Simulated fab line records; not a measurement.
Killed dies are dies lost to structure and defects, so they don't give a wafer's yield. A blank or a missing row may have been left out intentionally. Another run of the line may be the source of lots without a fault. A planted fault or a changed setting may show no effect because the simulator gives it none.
fab line records	flow nand_harc
[record] lots = 11	wafers = 33	last_day = 33
route steps=1302 shown P_M0@267 P_M1@292 END@1302
lots with no fault: from the same line, run without faults
start_h: start of the lot's first displayed wafer, in hours after the record's first day	wait_h: how many hours have passed since the lot's step before this one	" as in the row above	L1.1+2: several wafers, shown together as one row	- no value, or no start was given	* or withheld: withheld	< > ~ a bound
route shown NAME@n: names a module that has steps shown in the file, with the first one's number in the route	usual: the fault-free wafers' mean and standard deviation	same: alike in all rows	chamber/n: place in a boat	sites: readings site by site	_std_site: the values' standard deviation	_edge_site: inner sites' mean taken away from outer sites' mean	radius_mm: for every site, how far away it sits from the centre of the wafer	mask NAME#n: copy n	behind: tool/chamber where the wafer was last shaped	hold: what put the lot on hold/how long, in hours/how the hold closed	device: which transistor (n, p or np) failed to switch	end of line: tests of these same wafers at the route's end	for a step that has no rows: nothing shown but its recipe	killed: the dies lost at the first sort to structure and to defects; this is not the yield of the wafer	map: shows each die of a wafer: x if killed, . if not, _ if none is there
set.NAME: the setting the step ran with; set.NAME@STEP: the setting that earlier step ran with	model.NAME: the simulator's own value behind a step, which no gauge read
a sample of lots followed through the steps of the route, with each step as a table and each wafer as a row
services: when a tool's chamber went out of use (start_h, in hours from the record's first day, below 0 if earlier), for how many hours, and the reason
[[steps]]
[step NHARC_P_M0_ETCH_34]
[recipe] target_depth_a = 400	overetch_a = 120	time_s = 43.94	ion_energy_ev = 200	n2_flow_sccm = 150	h2_flow_sccm = 150	ar_flow_sccm = 0	rf_w = 400	bias_w = 150	chemistry = N2/H2
[usual] drypump_motor_current_A = 5.9/0.33	n2_flow_sccm = 150.0/0.41	oes_product_au = 0.998/0.0079	rf_vpp_V = 431.3/2.5	showerhead_plenum_p_Torr = 2.07/0.088	throttle_valve_pct = 14.172/0.0093
lot.wafer	tool	chamber	start_h	wait_h	drypump_motor_current_A	n2_flow_sccm	oes_product_au	rf_hours_counter_h	rf_vpp_V	showerhead_plenum_p_Torr	throttle_valve_pct
L978.2	rie_diel-01	1	122.37	0.1	5.8	149.8	1.001	15	432.9	2.16	14.167
L978.1	"	2	"	"	5.8	150.1	1.007	12	430.8	2.03	14.176
L978.5	"	1	"	"	5.8	149.9	1.011	-	432.1	2.16	14.160
L979.3	rie_diel-05	3	130.08	0.1	6.1	150.1	1.016	31	432.1	2.07	14.166
L979.2	"	0	"	"	6.4	149.5	1.001	28	434.5	2.21	14.178
L979.1	"	1	"	"	5.5	150.0	0.996	26	430.8	2.06	14.174
L980.4	rie_diel-01	3	136.53	0.1	5.6	149.7	1.004	21	428.2	1.97	14.173
L980.1	"	1	"	"	5.9	150.1	1.006	17	434.2	2.16	14.162
L980.5	"	3	"	"	5.7	149.6	0.995	-	429.1	1.97	14.163
L983.2	rie_diel-01	3	168.03	0.1	5.6	149.1	0.998	24	429.7	1.97	14.155
L983.4	"	2	"	"	5.9	149.2	0.994	19	430.4	2.03	14.183
L983.5	"	3	"	"	5.7	150.3	0.997	-	428.0	1.97	14.175
L985.3	rie_diel-01	3	194.42	0.1	5.6	150.2	1.003	27	426.4	1.97	14.170
L985.2	"	0	"	"	6.0	150.1	0.990	26	432.8	2.19	14.178
L985.6	"	1	"	"	5.9	150.6	0.996	-	433.7	2.15	14.173
L986.3	rie_diel-01	1	217.21	0.1	5.9	150.1	0.996	0	432.4	2.15	14.167
L986.2	"	2	"	"	5.9	149.9	1.003	1	430.8	2.03	14.163
L986.4	"	0	"	"	6.0	149.8	0.998	1	434.8	2.19	14.176
L987.4	rie_diel-01	1	217.54	0.1	5.9	150.8	0.995	1	432.9	2.15	14.159
L987.2	"	3	"	"	5.7	150.0	0.992	1	428.3	1.97	14.183
L987.6	"	2	"	"	5.9	150.2	1.003	-	430.8	2.03	14.160
L989.1	rie_diel-07	3	232.71	0.2	6.3	149.6	0.991	40	432.1	2.15	14.163
L989.5	"	1	"	"	6.1	149.5	1.001	-	430.2	2.05	14.165
L989.6	"	2	"	"	5.5	150.0	0.996	-	430.1	2.02	14.187
L993.4	rie_diel-07	3	268.42	0.1	6.3	149.2	0.995	46	432.1	2.15	14.171
L993.1	"	1	"	"	6.0	149.8	1.004	47	430.9	2.04	14.155
L993.6	"	3	"	"	6.3	148.7	0.991	-	433.1	2.15	14.178
L992.1	rie_diel-01	1	271.11	0.1	5.9	150.2	0.988	8	433.6	2.15	14.170
L992.4	"	2	"	"	5.9	150.0	0.990	8	430.9	2.03	14.166
L992.2	"	3	"	"	5.7	150.2	0.997	7	428.0	1.97	14.178
L100.2	rie_diel-01	3	353.07	0.1	5.6	149.9	1.003	19	429.5	1.96	14.172
L100.4	"	0	"	"	6.1	149.8	0.994	21	435.1	2.18	14.185
L100.6	"	0	"	"	6.1	150.4	0.992	-	434.2	2.18	14.174
[step NHARC_P_M0_PVD_21]
[recipe] target_thk_a = 300	chamber_pressure_pa = 5	power_w = 5000	substrate_temp_c = 30	time_s = 20.49	material = Cu
[usual] throttle_valve_pct = 30.1/0.8
lot.wafer	tool	chamber	start_h	wait_h	throttle_valve_pct
L978.1	pvd_sputter-02	-	-	-	31.1
L978.2	"	-	"	"	29.6
L978.5	"	-	"	"	30.5
L979.1	pvd_sputter-02	-	-	-	31.1
L979.3	"	-	"	"	30.6
L979.2	"	-	"	"	29.4
L980.1	pvd_sputter-01	-	137.62	-	29.3
L980.4	"	-	"	"	29.5
L980.5	"	-	"	"	29.2
L983.4	pvd_sputter-01	-	-	-	29.7
L983.2	"	-	"	"	29.6
L983.5	"	-	"	"	29.2
L985.2	pvd_sputter-03	-	-	-	29.9
L985.3	"	-	"	"	31.5
L985.6	"	-	"	"	30.0
L986.4	pvd_sputter-02	-	-	-	30.6
L986.2	"	-	"	"	30.2
L986.3	"	-	"	"	31.1
L987.2	pvd_sputter-03	-	-	-	30.0
L987.4	"	-	"	"	30.6
L987.6	"	-	"	"	31.6
L989.1	pvd_sputter-03	-	-	-	30.1
L989.6	"	-	"	"	31.3
L989.5	"	-	"	"	30.4
L993.1	pvd_sputter-03	-	-	-	30.8
L993.4	"	-	"	"	30.0
L993.6	"	-	"	"	31.6
L992.1	pvd_sputter-03	-	-	-	31.8
L992.4	"	-	"	"	30.2
L992.2	"	-	"	"	30.9
L100.4	pvd_sputter-01	-	-	-	29.3
L100.2	"	-	"	"	29.7
L100.6	"	-	"	"	28.7
[step NHARC_P_M0_INSPECT_27]
[usual] raw_defect_count = 282/120
lot.wafer	tool	chamber	start_h	wait_h	raw_defect_count
L978.1	defect_inspect-01	-	126.74	0.0	149
L978.2	"	-	"	"	267
L978.5	"	-	"	"	170
L979.1	defect_inspect-02	-	132.71	0.0	214
L979.2	"	-	"	"	348
L979.3	"	-	"	"	168
L980.1	defect_inspect-02	-	138.94	0.0	375
L980.4	"	-	"	"	533
L980.5	"	-	"	"	321
L983.2	defect_inspect-01	-	171.13	0.0	444
L983.4	"	-	"	"	237
L983.5	"	-	"	"	196
L985.2	defect_inspect-01	-	196.90	0.0	152
L985.3	"	-	"	"	228
L985.6	"	-	"	"	208
L986.2	defect_inspect-01	-	219.63	0.0	262
L986.3	"	-	"	"	203
L986.4	"	-	"	"	202
L987.2	defect_inspect-01	-	219.92	0.0	153
L987.4	"	-	"	"	360
L987.6	"	-	"	"	203
L989.1	defect_inspect-02	-	235.67	0.0	351
L989.5	"	-	"	"	297
L989.6	"	-	"	"	180
L993.1	defect_inspect-02	-	270.84	0.0	492
L993.4	"	-	"	"	475
L993.6	"	-	"	"	579
L992.1	defect_inspect-01	-	273.52	0.0	343
L992.2	"	-	"	"	261
L992.4	"	-	"	"	226
L100.2	defect_inspect-02	-	355.45	0.0	313
L100.4	"	-	"	"	324
L100.6	"	-	"	"	209
[step NHARC_P_M1_EXPOSE_06]
[recipe] na = 1.35	target_cd_nm = 130	dose_mj = 81.88	mask_id = P_M1
[usual] exposure_dose_mJ_cm2 = 81.79/0.087
lot.wafer	tool	chamber	start_h	wait_h	mask	exposure_dose_mJ_cm2
L978.1	arfi_scanner-02	0	128.06	-	P_M1#0	81.75
L978.2	"	0	"	"	P_M1#0	81.79
L978.5	"	0	"	"	P_M1#0	81.80
L979.1	arfi_scanner-03	0	133.97	-	P_M1#0	81.76
L979.2	"	0	"	"	P_M1#0	81.77
L979.3	"	0	"	"	P_M1#0	81.88
L980.1	arfi_scanner-03	0	140.26	-	P_M1#0	81.72
L980.4	"	0	"	"	P_M1#0	81.71
L980.5	"	0	"	"	P_M1#0	81.78
L983.2	arfi_scanner-02	0	172.24	-	P_M1#0	81.68
L983.4	"	0	"	"	P_M1#0	81.80
L983.5	"	0	"	"	P_M1#0	81.77
L985.2	arfi_scanner-01	0	198.03	-	P_M1#0	81.81
L985.3	"	0	"	"	P_M1#0	81.82
L985.6	"	0	"	"	P_M1#0	81.90
L986.2	arfi_scanner-01	0	220.74	-	P_M1#0	81.79
L986.3	"	0	"	"	P_M1#0	81.59
L986.4	"	0	"	"	P_M1#0	81.78
L987.2	arfi_scanner-02	0	221.19	-	P_M1#0	81.78
L987.4	"	0	"	"	P_M1#0	81.78
L987.6	"	0	"	"	P_M1#0	81.82
L989.1	arfi_scanner-02	0	236.93	-	P_M1#0	81.69
L989.5	"	0	"	"	P_M1#0	81.67
L989.6	"	0	"	"	P_M1#0	81.63
L993.1	arfi_scanner-02	0	271.98	-	P_M1#0	80.35
L993.4	"	0	"	"	P_M1#0	80.32
L993.6	"	0	"	"	P_M1#0	80.43
L992.1	arfi_scanner-01	0	274.77	-	P_M1#0	81.84
L992.2	"	0	"	"	P_M1#0	81.90
L992.4	"	0	"	"	P_M1#0	81.65
L100.2	arfi_scanner-02	0	356.71	-	P_M1#0	80.68
L100.4	"	0	"	"	P_M1#0	80.70
L100.6	"	0	"	"	P_M1#0	80.62
[step NHARC_P_M1_CD_MEAS_09]
[recipe] target_cd_nm = 130	landing_energy_ev = 500
[usual] cd_nm = 129.7/0.55
lot.wafer	tool	chamber	start_h	wait_h	hold	cd_nm
L978.1	cd_sem-03	0	128.20	-	-	130.5
L978.2	"	0	"	"	-	130.7
L978.5	"	0	"	"	-	130.3
L979.1	cd_sem-01	0	134.11	-	-	130.1
L979.2	"	0	"	"	-	130.2
L979.3	"	0	"	"	-	130.4
L980.1	cd_sem-01	0	140.41	-	-	128.7
L980.4	"	0	"	"	-	129.4
L980.5	"	0	"	"	-	128.8
L983.2	cd_sem-01	0	172.38	-	-	129.2
L983.4	"	0	"	"	-	128.7
L983.5	"	0	"	"	-	129.6
L985.2	cd_sem-02	0	198.16	-	-	129.6
L985.3	"	0	"	"	-	129.9
L985.6	"	0	"	"	-	129.8
L986.2	cd_sem-03	0	220.88	-	-	129.5
L986.3	"	0	"	"	-	129.4
L986.4	"	0	"	"	-	129.9
L987.2	cd_sem-01	0	221.32	-	-	129.9
L987.4	"	0	"	"	-	129.6
L987.6	"	0	"	"	-	129.0
L989.1	cd_sem-01	0	237.07	-	-	130.6
L989.5	"	0	"	"	-	130.1
L989.6	"	0	"	"	-	130.2
L993.1	cd_sem-02	0	272.12	-	await_dispo/0.2h/release	128.8
L993.4	"	0	"	"	await_dispo/0.2h/release	127.5
L993.6	"	0	"	"	await_dispo/0.2h/release	128.1
L993.1	cd_sem-02	0	-	-	-	128.6
L993.4	"	0	"	"	-	127.6
L993.6	"	0	"	"	-	127.8
L992.1	cd_sem-01	0	274.91	-	-	129.8
L992.2	"	0	"	"	-	130.0
L992.4	"	0	"	"	-	129.9
L100.2	cd_sem-02	0	356.85	-	-	128.4
L100.4	"	0	"	"	-	128.0
L100.6	"	0	"	"	-	129.1
[step NHARC_END_SORT_01]
[recipe] temp_c = 25
[usual] defect_limited_yield = 91.9/2.2	killed_at_array = 50/14	killed_at_other = 0.9/1	killed_at_periphery = 3.9/2.5	killed_dies = 55/15	killed_open = 3.5/1.9	killed_short = 2.5/1.7	sort_bin_2_pct = 3.0/1.1	sort_bin_3_pct = 0.6/0.33	sort_bin_4_pct = 4.6/1.1	sort_n_pass = 622/15	sort_rim_yield_pct = 90/3.8	sort_yield_pct = 91.9/2.2
[same] gross_dies = 677	sort_bin_5_pct[%] = 0	sort_bin_6_pct[%] = 0	sort_bin_7_pct[%] = 0	sort_bin_8_pct[%] = 0	sort_rim_n_gross = 106.00
lot.wafer	tool	chamber	start_h	wait_h	defect_limited_yield[%]	killed_at_array	killed_at_other	killed_at_periphery	killed_dies	killed_open	killed_short	sort_bin_2_pct[%]	sort_bin_3_pct[%]	sort_bin_4_pct[%]	sort_n_pass	sort_rim_yield_pct[%]	sort_yield_pct[%]
L978.1	prober-02	0	554.83	2.5	93.4	41	1	3	45	4	1	3.2	0.1	3.2	632	87	93.4
L978.2	prober-02	0	555.64	2.8	91.0	54	0	7	61	5	1	3.0	1.0	5.0	616	92	91.0
L978.5	prober-02	0	558.09	3.8	91.3	56	1	2	59	4	5	2.8	0.7	5.2	618	93	91.3
L979.1	prober-02	0	575.43	2.5	92.5	47	0	4	51	4	1	2.8	0.4	4.3	626	89	92.5
L979.2	prober-02	0	576.22	2.8	92.0	51	0	3	54	4	3	3.1	1.0	3.8	623	85	92.0
L979.3	prober-02	0	577.02	3.1	91.6	53	0	4	57	3	3	2.8	0.9	4.7	620	87	91.6
L980.1	prober-01	0	583.17	2.5	92.3	50	1	1	52	1	1	3.2	0.3	4.1	625	90	92.3
L980.4	prober-01	0	585.56	3.4	92.6	46	0	4	50	4	1	2.7	0.6	4.1	627	83	92.6
L980.5	prober-01	0	586.35	3.7	92.9	44	1	3	48	1	1	3.0	0.3	3.8	629	92	92.9
L983.2	prober-01	0	609.79	2.8	92.0	54	0	0	54	3	2	3.5	0.9	3.5	623	95	92.0
L983.4	prober-01	0	611.40	3.4	93.5	39	0	5	44	3	2	2.7	0.3	3.5	633	95	93.5
L983.5	prober-01	0	612.20	3.7	94.7	36	0	0	36	2	2	2.4	0.1	2.8	641	92	94.7
L985.2	prober-01	0	631.28	2.8	88.6	71	1	5	77	3	2	4.1	1.0	6.2	600	85	88.6
L985.3	prober-01	0	632.08	3.1	91.9	47	0	8	55	4	4	3.0	0.4	4.7	622	88	91.9
L985.6	prober-01	0	634.49	4.0	87.7	69	1	13	83	2	0	5.3	1.3	5.6	594	90	87.7
L989.1	prober-02	0	663.67	2.5	93.4	43	1	1	45	5	2	2.4	0.3	4.0	632	91	93.4
L989.5	prober-02	0	666.87	3.7	94.2	35	1	3	39	4	3	1.6	0.1	4.0	638	98	94.2
L989.6	prober-02	0	667.67	4.0	95.7	25	2	2	29	1	2	0.7	0.4	3.1	648	90	95.7
L987.2	prober-02	0	672.27	2.8	92.8	47	0	2	49	3	1	1.6	0.7	4.9	628	93	92.8
L987.4	prober-02	0	673.89	3.4	93.5	40	0	4	44	7	0	2.2	0.4	3.8	633	92	93.5
L987.6	prober-02	0	675.51	4.0	92.2	53	0	0	53	4	3	2.1	0.7	5.0	624	93	92.2
L986.2	prober-01	0	672.35	2.8	93.2	44	0	2	46	1	5	3.1	0.4	3.2	631	97	93.2
L986.3	prober-01	0	673.14	3.1	92.2	50	3	0	53	6	1	2.7	0.6	4.6	624	92	92.2
L986.4	prober-01	0	673.93	3.4	92.0	50	2	2	54	4	3	3.7	0.3	4.0	623	92	92.0
L993.1	prober-02	0	694.21	2.5	91.6	49	1	7	57	4	6	3.4	0.6	4.4	620	92	91.6
L993.4	prober-02	0	696.57	3.3	90.5	55	1	8	64	5	1	2.5	0.9	6.1	613	92	90.5
L993.6	prober-02	0	698.15	3.9	92.8	45	1	3	49	3	0	2.1	0.3	4.9	628	90	92.8
L992.1	prober-01	0	694.27	2.5	90.8	56	0	6	62	5	2	2.8	0.4	5.9	615	90	90.8
L992.2	prober-01	0	695.07	2.8	89.4	66	0	6	72	10	0	4.1	1.2	5.3	605	89	89.4
L992.4	prober-01	0	696.68	3.4	88.6	66	2	9	77	3	6	3.5	0.4	7.4	600	92	88.6
L100.2	prober-02	0	798.78	2.8	91.3	58	0	1	59	1	1	3.5	1.3	3.8	618	92	91.3
L100.4	prober-02	0	800.36	3.4	89.5	69	0	2	71	1	1	4.1	1.3	5.0	606	86	89.5
L100.6	prober-02	0	801.95	4.0	92.5	48	0	3	51	1	3	3.8	0.6	3.1	626	89	92.5
// killed by level:class
L978.1 A_CHANNEL_HOLE_D1:chamber_film_flake=19 A_CHANNEL_HOLE_D2:chamber_film_flake=6 A_STAIRCASE:chamber_film_flake=3 A_CHANNEL_FILL_D2:chamber_film_flake=2 A_ZERO_WELL:chamber_film_flake=2 A_CHANNEL_FILL_D1:chamber_film_flake=2 A_SGD_CUT:chamber_film_flake=2 P_CONTACT:geometric_particle:open=1
L978.2 A_CHANNEL_HOLE_D1:chamber_film_flake=25 A_CHANNEL_HOLE_D2:chamber_film_flake=7 A_STAIRCASE:chamber_film_flake=7 P_CONTACT:chamber_film_flake=5 A_ZERO_WELL:chamber_film_flake=5 A_SGD_CUT:chamber_film_flake=3 P_CONTACT:geometric_particle:open=1 A_ONON_D1:geometric_particle:open=1
L978.5 A_CHANNEL_HOLE_D1:chamber_film_flake=34 A_CHANNEL_HOLE_D2:chamber_film_flake=6 P_CONTACT:geometric_particle:open=2 A_DECK1_JOINT:geometric_particle:short=2 A_CHANNEL_FILL_D1:chamber_film_flake=2 A_DECK1_JOINT:chamber_film_flake=2 A_STAIRCASE:chamber_film_flake=2 A_SOURCE_PLATE:geometric_particle:short=1
L979.1 A_SLIT:chamber_film_flake=19 A_CHANNEL_HOLE_D2:chamber_film_flake=11 A_ZERO_WELL:chamber_film_flake=6 P_GATE:chamber_film_flake=4 A_CHANNEL_HOLE_D1:chamber_film_flake=2 A_CONTACT:chamber_film_flake=2 A_CHANNEL_FILL_D1:geometric_particle:open=1 A_DECK1_JOINT:geometric_particle:short=1
L979.2 A_CHANNEL_HOLE_D2:chamber_film_flake=20 A_SLIT:chamber_film_flake=18 P_M0:geometric_particle:short=2 A_ZERO_WELL:chamber_film_flake=2 A_WL_FILL:chamber_film_flake=2 A_CONTACT:chamber_film_flake=2 A_ONON_D2:geometric_particle:open=1 A_ONON_D2:geometric_particle:short=1
L979.3 A_CHANNEL_HOLE_D2:chamber_film_flake=20 A_SLIT:chamber_film_flake=18 P_GATE:chamber_film_flake=3 A_ZERO_WELL:chamber_film_flake=3 A_CONTACT:chamber_film_flake=3 A_M0:geometric_particle:open=2 A_CHANNEL_HOLE_D1:chamber_film_flake=2 P_CONTACT:geometric_particle:open=1
L980.1 A_SLIT:chamber_film_flake=26 A_CHANNEL_HOLE_D2:chamber_film_flake=15 A_CONTACT:chamber_film_flake=3 P_M2:geometric_particle:open=1 A_BLC:geometric_particle:short=1 A_ZERO_WELL:chamber_film_flake=1 A_CHANNEL_HOLE_D1:chamber_film_flake=1 A_CHANNEL_FILL_D2:chamber_film_flake=1
L980.4 A_SLIT:chamber_film_flake=20 A_CHANNEL_HOLE_D2:chamber_film_flake=17 A_WL_FILL:chamber_film_flake=2 P_GATE:geometric_particle:open=1 P_CONTACT:geometric_particle:open=1 A_SOURCE_PLATE:geometric_particle:short=1 A_SGD_CUT:geometric_particle:open=1 A_BLC:geometric_particle:open=1
L980.5 A_SLIT:chamber_film_flake=22 A_CHANNEL_HOLE_D2:chamber_film_flake=12 A_CONTACT:chamber_film_flake=4 P_GATE:chamber_film_flake=2 A_SGD_CUT:chamber_film_flake=2 A_ONON_D1:geometric_particle:short=1 A_CHANNEL_FILL_D1:geometric_particle:open=1 P_STI:chamber_film_flake=1
L983.2 A_CHANNEL_HOLE_D1:chamber_film_flake=27 A_CHANNEL_HOLE_D2:chamber_film_flake=11 A_STAIRCASE:chamber_film_flake=3 A_CONTACT:chamber_film_flake=3 A_BLC:chamber_film_flake=2 A_ONON_D1:geometric_particle:open=1 A_CHANNEL_FILL_D1:geometric_particle:short=1 A_CHANNEL_FILL_D2:geometric_particle:open=1
L983.4 A_CHANNEL_HOLE_D1:chamber_film_flake=30 A_CHANNEL_HOLE_D2:chamber_film_flake=6 P_M0:geometric_particle:open=2 P_CONTACT:geometric_particle:open=1 P_M1:geometric_particle:short=1 A_DECK1_JOINT:geometric_particle:short=1 P_CONTACT:chamber_film_flake=1 A_STAIRCASE:chamber_film_flake=1
L983.5 A_CHANNEL_HOLE_D1:chamber_film_flake=15 A_CHANNEL_HOLE_D2:chamber_film_flake=9 A_CONTACT:chamber_film_flake=5 A_STAIRCASE:chamber_film_flake=2 A_ONON_D1:geometric_particle:short=1 A_ONON_D2:geometric_particle:short=1 A_CHANNEL_FILL_D2:geometric_particle:open=1 A_SGD_CUT:geometric_particle:open=1
L985.2 A_CHANNEL_HOLE_D1:chamber_film_flake=33 A_CHANNEL_HOLE_D2:chamber_film_flake=19 A_CONTACT:chamber_film_flake=9 P_CONTACT:chamber_film_flake=4 A_WL_FILL:chamber_film_flake=3 A_STAIRCASE:chamber_film_flake=2 P_GATE:geometric_particle:open=1 A_DECK1_JOINT:geometric_particle:short=1
L985.3 A_CHANNEL_HOLE_D2:chamber_film_flake=13 A_CHANNEL_HOLE_D1:chamber_film_flake=10 A_CONTACT:chamber_film_flake=9 P_CONTACT:chamber_film_flake=6 A_WL_FILL:chamber_film_flake=4 A_ONON_D1:geometric_particle:open=2 A_STAIRCASE:chamber_film_flake=2 P_CONTACT:geometric_particle:open=1
L985.6 A_CHANNEL_HOLE_D1:chamber_film_flake=31 A_CHANNEL_HOLE_D2:chamber_film_flake=23 P_CONTACT:chamber_film_flake=11 A_CONTACT:chamber_film_flake=9 A_SLIT:chamber_film_flake=2 A_WL_FILL:chamber_film_flake=2 P_M0:geometric_particle:open=1 A_CONTACT:geometric_particle:open=1
L989.1 A_CHANNEL_HOLE_D2:chamber_film_flake=18 A_STAIRCASE:chamber_film_flake=6 A_CHANNEL_HOLE_D1:chamber_film_flake=5 A_CHANNEL_FILL_D1:chamber_film_flake=3 A_SLIT:chamber_film_flake=2 A_BLC:chamber_film_flake=2 P_CONTACT:geometric_particle:open=1 A_CHANNEL_FILL_D1:geometric_particle:open=1
L989.5 A_CHANNEL_HOLE_D2:chamber_film_flake=12 A_CHANNEL_HOLE_D1:chamber_film_flake=6 A_SLIT:chamber_film_flake=4 A_CONTACT:chamber_film_flake=4 A_STAIRCASE:chamber_film_flake=2 P_CONTACT:geometric_particle:short=1 P_M0:geometric_particle:open=1 A_DECK1_JOINT:geometric_particle:open=1
L989.6 A_CHANNEL_HOLE_D2:chamber_film_flake=10 A_CHANNEL_HOLE_D1:chamber_film_flake=6 A_STAIRCASE:chamber_film_flake=2 A_BLC:chamber_film_flake=2 THIN_TSV:chamber_film_flake=2 A_CHANNEL_FILL_D1:geometric_particle:open=1 A_SGD_CUT:geometric_particle:short=1 A_WL_FILL:geometric_particle:short=1
L987.2 A_SLIT:chamber_film_flake=28 A_CHANNEL_HOLE_D2:chamber_film_flake=5 A_STAIRCASE:chamber_film_flake=5 A_CHANNEL_HOLE_D1:chamber_film_flake=3 A_CONTACT:chamber_film_flake=2 P_M0:geometric_particle:short=1 P_M1:geometric_particle:open=1 A_CHANNEL_FILL_D1:geometric_particle:open=1
L986.2 A_SLIT:chamber_film_flake=24 A_CHANNEL_HOLE_D2:chamber_film_flake=11 A_CHANNEL_HOLE_D1:chamber_film_flake=2 A_ONON_D1:geometric_particle:short=1 A_CHANNEL_FILL_D1:geometric_particle:short=1 A_DECK1_JOINT:geometric_particle:short=1 A_ONON_D2:geometric_particle:short=1 A_ONON_D2:geometric_particle:open=1
L986.3 A_SLIT:chamber_film_flake=22 A_CHANNEL_HOLE_D2:chamber_film_flake=10 A_CHANNEL_HOLE_D1:chamber_film_flake=6 A_ONON_D2:geometric_particle:open=3 A_CONTACT:chamber_film_flake=3 THIN_TSV:chamber_film_flake=2 A_CHANNEL_HOLE_D1:geometric_particle:open=1 A_CHANNEL_FILL_D1:geometric_particle:open=1
L987.4 A_SLIT:chamber_film_flake=21 A_CHANNEL_HOLE_D2:chamber_film_flake=5 A_CHANNEL_HOLE_D1:chamber_film_flake=4 A_STAIRCASE:chamber_film_flake=3 P_M2:geometric_particle:open=2 A_DECK1_JOINT:chamber_film_flake=2 P_GATE:geometric_particle:open=1 P_CONTACT:geometric_particle:open=1
L986.4 A_SLIT:chamber_film_flake=26 A_CHANNEL_HOLE_D2:chamber_film_flake=10 A_CHANNEL_HOLE_D1:chamber_film_flake=5 A_CONTACT:chamber_film_flake=3 A_ONON_D2:geometric_particle:open=2 P_GATE:geometric_particle:open=1 A_CHANNEL_FILL_D1:geometric_particle:open=1 A_WL_FILL:geometric_particle:short=1
L987.6 A_SLIT:chamber_film_flake=26 A_CONTACT:chamber_film_flake=6 A_CHANNEL_HOLE_D1:chamber_film_flake=4 A_DECK1_JOINT:chamber_film_flake=3 A_CHANNEL_HOLE_D2:chamber_film_flake=3 A_WL_FILL:chamber_film_flake=3 A_WL_FILL:geometric_particle:short=2 A_M0:geometric_particle:open=2
L993.1 A_SLIT:chamber_film_flake=27 A_CHANNEL_HOLE_D1:chamber_film_flake=7 A_WL_FILL:geometric_particle:short=3 P_M1:chamber_film_flake=3 P_GATE:chamber_film_flake=2 A_STAIRCASE:chamber_film_flake=2 A_WL_FILL:chamber_film_flake=2 P_CONTACT:geometric_particle:short=1
L992.1 A_CHANNEL_HOLE_D2:chamber_film_flake=22 A_CHANNEL_HOLE_D1:chamber_film_flake=15 A_CONTACT:chamber_film_flake=9 P_GATE:chamber_film_flake=3 A_SLIT:chamber_film_flake=3 A_STAIRCASE:chamber_film_flake=2 A_M0:geometric_particle:open=2 P_CONTACT:geometric_particle:short=1
L992.2 A_CHANNEL_HOLE_D1:chamber_film_flake=36 A_CHANNEL_HOLE_D2:chamber_film_flake=14 A_CONTACT:chamber_film_flake=5 A_CHANNEL_FILL_D2:geometric_particle:open=3 P_GATE:chamber_film_flake=3 A_CHANNEL_FILL_D1:geometric_particle:open=2 A_SLIT:chamber_film_flake=2 A_STAIRCASE:chamber_film_flake=2
L993.4 A_SLIT:chamber_film_flake=31 A_CHANNEL_HOLE_D1:chamber_film_flake=10 A_WL_FILL:chamber_film_flake=4 P_M1:chamber_film_flake=3 A_DECK1_JOINT:chamber_film_flake=2 A_STAIRCASE:chamber_film_flake=2 A_CONTACT:chamber_film_flake=2 P_CONTACT:geometric_particle:open=1
L992.4 A_CHANNEL_HOLE_D1:chamber_film_flake=37 A_CHANNEL_HOLE_D2:chamber_film_flake=17 P_GATE:chamber_film_flake=5 A_SLIT:chamber_film_flake=3 STARTING-WAFER:geometric_particle:short=2 P_STI:chamber_film_flake=2 A_CONTACT:chamber_film_flake=2 P_STI:geometric_particle:short=1
L993.6 A_SLIT:chamber_film_flake=20 A_CONTACT:chamber_film_flake=8 A_CHANNEL_HOLE_D1:chamber_film_flake=6 A_STAIRCASE:chamber_film_flake=4 A_ONON_D1:geometric_particle:open=1 A_CHANNEL_FILL_D1:geometric_particle:open=1 A_CHANNEL_HOLE_D2:geometric_particle:open=1 P_STI:chamber_film_flake=1
L100.2 A_SLIT:chamber_film_flake=30 A_CHANNEL_HOLE_D2:chamber_film_flake=21 A_CONTACT:chamber_film_flake=4 A_CHANNEL_FILL_D2:geometric_particle:short=1 A_BLC:geometric_particle:open=1 P_ZERO_WELL:chamber_film_flake=1 A_BONDPAD:chamber_film_flake=1
L100.4 A_SLIT:chamber_film_flake=36 A_CHANNEL_HOLE_D2:chamber_film_flake=27 A_CONTACT:chamber_film_flake=4 P_CONTACT:geometric_particle:open=1 A_CHANNEL_FILL_D1:geometric_particle:short=1 P_ZERO_WELL:chamber_film_flake=1 A_CHANNEL_HOLE_D1:chamber_film_flake=1
L100.6 A_SLIT:chamber_film_flake=24 A_CHANNEL_HOLE_D2:chamber_film_flake=15 P_STI:chamber_film_flake=2 A_CONTACT:chamber_film_flake=2 A_DECK1_JOINT:geometric_particle:short=1 A_CHANNEL_FILL_D2:geometric_particle:open=1 A_CONTACT:geometric_particle:short=1 A_M0:geometric_particle:short=1
[[services]]
tool	chamber	start_h	hours	kind
pvd_sputter-02	-	104.00	10.0	pm
rie_diel-01	2	108.40	9.6	repair
pvd_sputter-02	-	138.90	4.1	repair
arfi_scanner-02	-	140.00	4.0	pm
arfi_scanner-02	-	150.69	1.2	repair
rie_diel-01	3	151.56	4.5	repair
pvd_sputter-01	-	156.58	5.9	repair
pvd_sputter-03	-	168.54	2.1	repair
pvd_sputter-01	-	169.99	3.9	repair
arfi_scanner-01	-	179.74	0.9	repair
pvd_sputter-01	-	180.12	8.5	repair
rie_diel-01	2	186.27	8.3	repair
rie_diel-01	-	204.32	9.0	pm
pvd_sputter-01	-	226.00	10.0	pm
rie_diel-01	-	227.42	0.2	repair
arfi_scanner-02	-	231.04	3.9	repair
arfi_scanner-02	-	276.82	1.0	repair
arfi_scanner-02	-	292.03	4.8	repair
rie_diel-01	3	305.68	3.7	repair
arfi_scanner-02	-	312.00	4.0	pm
arfi_scanner-02	-	319.76	0.6	repair
rie_diel-01	3	322.22	2.5	repair
pvd_sputter-03	-	335.52	4.4	repair
pvd_sputter-03	-	348.63	10.0	pm
[[key]]
[first_sign] step = NHARC_P_M1_EXPOSE_06	reading = exposure_dose_mJ_cm2	direction = down	sigmas = 15	usual = 81.79	struck = 80.52
[effect] step = NHARC_P_M1_CD_MEAS_09	reading = visit	direction = added	through = control_loop
met_at NHARC_P_M1_EXPOSE_06
struck_lots L993,L100
[loop_trim] step = NHARC_P_M1_EXPOSE_06	setting = dose	lots = L100
not_acting_at NHARC_P_M0_ETCH_34,NHARC_P_M0_PVD_21,NHARC_P_M0_INSPECT_27
onset_between 236.93 271.98
[fault] kind = process_parameter_drift	tool = arfi_scanner-02	chamber = -	onset_h = 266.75	steps = NHARC_P_M1_EXPOSE_06	channel = dose_mj	offset = -1.3791	shape = step	acts_in = these_recipes_only	stated = 81.88
// loop_trim: a control loop set the setting to another value than it would have without faults
